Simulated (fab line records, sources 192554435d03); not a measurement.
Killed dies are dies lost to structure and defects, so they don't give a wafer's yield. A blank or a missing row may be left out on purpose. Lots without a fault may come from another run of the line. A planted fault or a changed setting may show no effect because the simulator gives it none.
Which tool did it? | flow n5_finfet | 23 lots, 69 wafers sampled, at 4 steps of a route of 1938

WHAT THE GAUGES READ, wafer by wafer
N5_BEOL_M7_INSPECT_30: inspects for defects (brightfield). Usual: raw_defect_count 418, standard deviation 94.
lot  | measured     | on                | raw_defect_count | flag
L074 | day 9 08:46  | defect_inspect-01 | 379 424 470      |
L075 | day 10 02:18 | defect_inspect-02 | 329 350 352      |
L077 | day 10 02:28 | defect_inspect-01 | 464 572 421      |
L076 | day 10 08:08 | defect_inspect-02 | 329 333 394      |
L078 | day 10 07:58 | defect_inspect-01 | 425 465 405      |
L079 | day 10 11:04 | defect_inspect-02 | 412 492 418      |
L082 | day 11 22:06 | defect_inspect-01 | 309 282 372      |
L081 | day 11 21:38 | defect_inspect-01 | 530 365 397      |
L083 | day 12 03:17 | defect_inspect-01 | 563 535 754      |
L080 | day 12 03:28 | defect_inspect-01 | 522 366 616      |
L084 | day 12 05:21 | defect_inspect-01 | 468 415 427      |
L085 | day 12 09:52 | defect_inspect-01 | 448 418 344      |
L086 | day 12 19:13 | defect_inspect-02 | 418 320 351      |
L090 | day 13 03:06 | defect_inspect-01 | 451 496 472      |
L088 | day 14 02:47 | defect_inspect-01 | 365 376 601      |
L089 | day 14 06:05 | defect_inspect-01 | 423 621 586      |
L091 | day 14 08:54 | defect_inspect-01 | 362 329 382      |
L092 | day 15 02:07 | defect_inspect-01 | 395 481 590      |
L094 | day 15 20:30 | defect_inspect-01 | 384 348 295      |
L097 | day 16 00:09 | defect_inspect-02 | 337 573 440      |
L093 | day 16 01:22 | defect_inspect-01 | 522 427 628      |
L095 | day 16 09:22 | defect_inspect-01 | 286 302 390      |
L096 | day 16 09:19 | defect_inspect-02 | 297 383 294      |

N5_BEOL_M7_RS_MEAS_57: measures by four-point-probe. Usual: M7_RS 0.287 ohm/sq, standard deviation 0.01.
lot  | measured     | on            | M7_RS (ohm/sq)    | flag
L074 | day 9 13:51  | film_metro-02 | 0.280 0.287 0.284 |
L075 | day 10 05:52 | film_metro-02 | 0.285 0.292 0.282 |
L077 | day 10 05:44 | film_metro-01 | 0.275 0.281 0.277 |
L076 | day 10 12:08 | film_metro-02 | 0.280 0.270 0.269 |
L078 | day 10 11:46 | film_metro-01 | 0.288 0.289 0.286 |
L079 | day 10 15:03 | film_metro-02 | 0.285 0.283 0.300 |
L082 | day 12 01:31 | film_metro-01 | 0.276 0.285 0.298 |
L081 | day 12 00:59 | film_metro-01 | 0.310 0.293 0.286 |
L083 | day 12 06:20 | film_metro-02 | 0.284 0.300 0.285 |
L080 | day 12 06:37 | film_metro-02 | 0.294 0.295 0.302 |
L084 | day 12 08:00 | film_metro-02 | 0.302 0.283 0.287 |
L085 | day 12 12:34 | film_metro-02 | 0.297 0.296 0.282 |
L086 | day 12 23:44 | film_metro-01 | 0.283 0.280 0.300 |
L090 | day 13 08:11 | film_metro-01 | 0.282 0.295 0.283 |
L088 | day 14 05:38 | film_metro-01 | 0.285 0.301 0.285 |
L089 | day 14 09:53 | film_metro-02 | 0.280 0.314 0.288 |
L091 | day 14 12:05 | film_metro-01 | 0.271 0.273 0.277 |
L092 | day 15 05:25 | film_metro-01 | 0.288 0.275 0.274 |
L094 | day 15 23:39 | film_metro-02 | 0.301 0.271 0.281 |
L097 | day 16 03:30 | film_metro-02 | 0.277 0.311 0.303 |
L093 | day 16 04:11 | film_metro-02 | 0.283 0.305 0.286 |
L095 | day 16 15:46 | film_metro-02 | 0.292 0.282 0.294 |
L096 | day 16 13:50 | film_metro-02 | 0.283 0.275 0.296 |

WHICH TOOL RAN EACH LOT (tool, then ch and the chambers of the sampled wafers, then the start)
lot  | N5_BEOL_M7_STRIP_19                | N5_BEOL_M7_ETCH_72
L074 | rie_diel-06 ch 0,3, day 9 07:26    | rie_diel-06 ch 0,3, day 9 09:04
L075 | rie_diel-02 ch 0,3, day 10 01:28   | rie_diel-06 ch 0,1, day 10 02:22
L077 | rie_diel-02 ch 0,1, day 10 01:36   | rie_diel-02 ch 0,2,3, day 10 02:43
L076 | rie_diel-02 ch 1,2, day 10 06:54   | rie_diel-06 ch 2,3, day 10 08:20
L078 | rie_diel-02 ch 1,2,3, day 10 07:10 | rie_diel-05 ch 0,2, day 10 08:02
L079 | rie_diel-06 ch 0,2,3, day 10 09:45 | rie_diel-05 ch 0,1,2, day 10 11:15
L082 | rie_diel-02 ch 0,2,3, day 11 19:41 | rie_diel-02 ch 0,1,2, day 11 22:10
L081 | rie_diel-06 ch 0,2,3, day 11 20:23 | rie_diel-02 ch 0,1,3, day 11 21:43
L083 | rie_diel-05 ch 0,3, day 11 23:55   | rie_diel-05 ch 0,1, day 12 03:47
L080 | rie_diel-06 ch 0,1,3, day 12 00:46 | rie_diel-02 ch 1,3, day 12 04:01
L084 | rie_diel-02 ch 0,1,2, day 12 04:43 | rie_diel-02 ch 2,3, day 12 05:25
L085 | rie_diel-06 ch 1,2, day 12 07:31   | rie_diel-06 ch 1,2,3, day 12 09:56
L086 | rie_diel-02 ch 0,1,2, day 12 18:44 | rie_diel-05 ch 0,1,3, day 12 19:17
L090 | rie_diel-06 ch 0,1,2, day 13 00:29 | rie_diel-02 ch 0,1,2, day 13 03:40
L088 | rie_diel-06 ch 0,1,3, day 14 02:16 | rie_diel-02 ch 0,1, day 14 02:52
L089 | rie_diel-06 ch 0,3, day 14 03:39   | rie_diel-05 ch 0,1,2, day 14 06:09
L091 | rie_diel-02 ch 1,3, day 14 07:20   | rie_diel-06 ch 0,3, day 14 08:58
L092 | rie_diel-05 ch 0,1,3, day 15 01:24 | rie_diel-06 ch 0,1,2, day 15 02:11
L094 | rie_diel-05 ch 0,2,3, day 15 18:20 | rie_diel-06 ch 0,1,2, day 15 20:34
L097 | rie_diel-05 ch 0,2, day 15 21:52   | rie_diel-02 ch 1,2, day 16 00:13
L093 | rie_diel-05 ch 0,2, day 15 22:20   | rie_diel-02 ch 0,1,3, day 16 01:26
L095 | rie_diel-02 ch 1,2,3, day 16 06:55 | rie_diel-05 ch 0, day 16 10:19
L096 | rie_diel-02 ch 0,2, day 16 07:40   | rie_diel-06 ch 0,1,3, day 16 09:35
- N5_BEOL_M7_STRIP_19: strips in O2.
- N5_BEOL_M7_ETCH_72: etches underlayer in N2/H2, target depth 6.5 nm, time 5.2 s.

WHAT THE TOOLS THEMSELVES READ (means of the sampled wafers that have a number; where no wafer has one, the mark that the record gives instead)
N5_BEOL_M7_STRIP_19. Usual: drypump_motor_current_A 6.1 A, standard deviation 0.44; oes_product_au 0.75 a.u., standard deviation 0.078; rf_vpp_V 3.7 V, standard deviation 0.67; showerhead_plenum_p_Torr 2.08 Torr, standard deviation 0.068; throttle_valve_pct 16.73 %, standard deviation 0.24.
lot  | tool        | drypump_motor_current_A (A) | oes_product_au (a.u.) | rf_vpp_V (V) | showerhead_plenum_p_Torr (Torr) | throttle_valve_pct (%) | flag
L074 | rie_diel-06 | 5.9                         | 0.79                  | 3.8          | 2.17                            | 16.72                  |
L075 | rie_diel-02 | 6.5                         | 0.76                  | 3.4          | 2.04                            | 16.89                  |
L077 | rie_diel-02 | 6.0                         | 0.71                  | 3.4          | 2.15                            | 16.81                  |
L076 | rie_diel-02 | 5.7                         | 0.70                  | 4.0          | 2.14                            | 16.77                  |
L078 | rie_diel-02 | 6.0                         | 0.72                  | 3.4          | 2.09                            | 16.82                  |
L079 | rie_diel-06 | 6.2                         | 0.77                  | 3.4          | 2.10                            | 16.75                  |
L082 | rie_diel-02 | 6.3                         | 0.72                  | 3.5          | 2.06                            | 16.89                  |
L081 | rie_diel-06 | 6.3                         | 0.76                  | 3.3          | 2.10                            | 16.78                  |
L083 | rie_diel-05 | 5.7                         | 0.82                  | 4.4          | 2.12                            | 16.40                  |
L080 | rie_diel-06 | 6.0                         | 0.78                  | 3.3          | 2.11                            | 16.62                  |
L084 | rie_diel-02 | 6.0                         | 0.70                  | 3.2          | 2.11                            | 16.86                  |
L085 | rie_diel-06 | 6.4                         | 0.70                  | 3.7          | 2.00                            | 16.82                  |
L086 | rie_diel-02 | 6.0                         | 0.70                  | 4.4          | 2.11                            | 16.88                  |
L090 | rie_diel-06 | 6.3                         | 0.77                  | 4.5          | 2.05                            | 16.65                  |
L088 | rie_diel-06 | 5.9                         | 0.76                  | 4.3          | 2.10                            | 16.63                  |
L089 | rie_diel-06 | 5.9                         | 0.75                  | 3.5          | 2.16                            | 16.79                  |
L091 | rie_diel-02 | 6.0                         | 0.69                  | 3.3          | 2.12                            | 16.84                  |
L092 | rie_diel-05 | 5.6                         | 0.74                  | 3.6          | 2.06                            | 16.69                  |
L094 | rie_diel-05 | 6.0                         | 0.81                  | 2.8          | 2.09                            | 16.48                  |
L097 | rie_diel-05 | 6.2                         | 0.86                  | 3.7          | 2.11                            | 16.30                  |
L093 | rie_diel-05 | 6.5                         | 0.87                  | 2.9          | 2.09                            | 16.33                  |
L095 | rie_diel-02 | 6.0                         | 0.78                  | 3.3          | 2.07                            | 16.73                  |
L096 | rie_diel-02 | 6.3                         | 0.78                  | 3.7          | 2.07                            | 16.85                  |

N5_BEOL_M7_ETCH_72. Usual: drypump_motor_current_A 6.1 A, standard deviation 0.47; etch_rf_on_time_s 5.20 s, standard deviation 0.17; oes_product_au 0.65 a.u., standard deviation 0.074; rf_vpp_V 523.8 V, standard deviation 2.7; showerhead_plenum_p_Torr 2.53 Torr, standard deviation 0.077; throttle_valve_pct 17.91 %, standard deviation 0.25.
lot  | tool        | drypump_motor_current_A (A) | etch_rf_on_time_s (s) | oes_product_au (a.u.) | rf_vpp_V (V) | showerhead_plenum_p_Torr (Torr) | throttle_valve_pct (%) | flag
L074 | rie_diel-06 | 5.9                         | 4.98                  | 0.67                  | 526.6        | 2.61                            | 17.86                  |
L075 | rie_diel-06 | 6.2                         | 5.15                  | 0.71                  | 523.1        | 2.54                            | 17.68                  |
L077 | rie_diel-02 | 6.3                         | 5.18                  | 0.63                  | 522.7        | 2.50                            | 18.09                  |
L076 | rie_diel-06 | 6.0                         | 5.04                  | 0.62                  | 522.7        | 2.56                            | 18.03                  |
L078 | rie_diel-05 | 6.2                         | 5.29                  | 0.70                  | 524.8        | 2.57                            | 17.55                  |
L079 | rie_diel-05 | 6.1                         | 5.30                  | 0.65                  | 521.1        | 2.51                            | 17.84                  |
L082 | rie_diel-02 | 6.0                         | 5.29                  | 0.59                  | 523.3        | 2.56                            | 18.04                  |
L081 | rie_diel-02 | 6.3                         | 5.32                  | 0.61                  | 523.0        | 2.54                            | 18.12                  |
L083 | rie_diel-05 | 5.9                         | 5.31                  | 0.69                  | 523.4        | 2.53                            | 17.70                  |
L080 | rie_diel-02 | 6.0                         | 5.42                  | 0.60                  | 526.2        | 2.57                            | 18.03                  |
L084 | rie_diel-02 | 6.3                         | 5.22                  | 0.63                  | 522.9        | 2.46                            | 18.11                  |
L085 | rie_diel-06 | 6.0                         | 5.16                  | 0.61                  | 524.0        | 2.49                            | 17.95                  |
L086 | rie_diel-05 | 5.7                         | 5.29                  | 0.64                  | 522.9        | 2.50                            | 17.89                  |
L090 | rie_diel-02 | 6.0                         | 5.18                  | 0.59                  | 524.1        | 2.56                            | 18.06                  |
L088 | rie_diel-02 | 6.2                         | 5.26                  | 0.60                  | 524.8        | 2.56                            | 18.14                  |
L089 | rie_diel-05 | 6.1                         | 5.30                  | 0.69                  | 522.1        | 2.50                            | 17.74                  |
L091 | rie_diel-06 | 6.2                         | 5.11                  | 0.67                  | 525.7        | 2.59                            | 17.83                  |
L092 | rie_diel-06 | 6.4                         | 5.13                  | 0.72                  | 524.8        | 2.57                            | 17.72                  |
L094 | rie_diel-06 | 6.3                         | 5.20                  | 0.71                  | 522.8        | 2.57                            | 17.75                  |
L097 | rie_diel-02 | 5.7                         | 5.27                  | 0.65                  | 525.8        | 2.57                            | 17.89                  |
L093 | rie_diel-02 | 6.3                         | 5.23                  | 0.61                  | 522.6        | 2.52                            | 18.15                  |
L095 | rie_diel-05 | 5.9                         | 5.17                  | 0.70                  | 523.8        | 2.58                            | 17.50                  |
L096 | rie_diel-06 | 6.0                         | 5.19                  | 0.64                  | 523.8        | 2.54                            | 17.87                  |

THE ANSWER, worked out from the rows above alone
Rule: a lot is off if the mean of its wafers that have a number lies more than 3 standard deviations from the usual mean. A lot without any number at a reading at which 4 lots or more have one is off too. The other lots that the step has rows for count as sound. The gauges are gone through in route order, then the tools' own readings, and for those a lot's mean is taken as printed above. The first step at which some lot is off is used, and at that step the reading that is off furthest; a lot without a number counts as furthest.
No lot is off at any reading shown: from this, nothing can be told.

WHAT THE SIMULATOR HAD PUT IN
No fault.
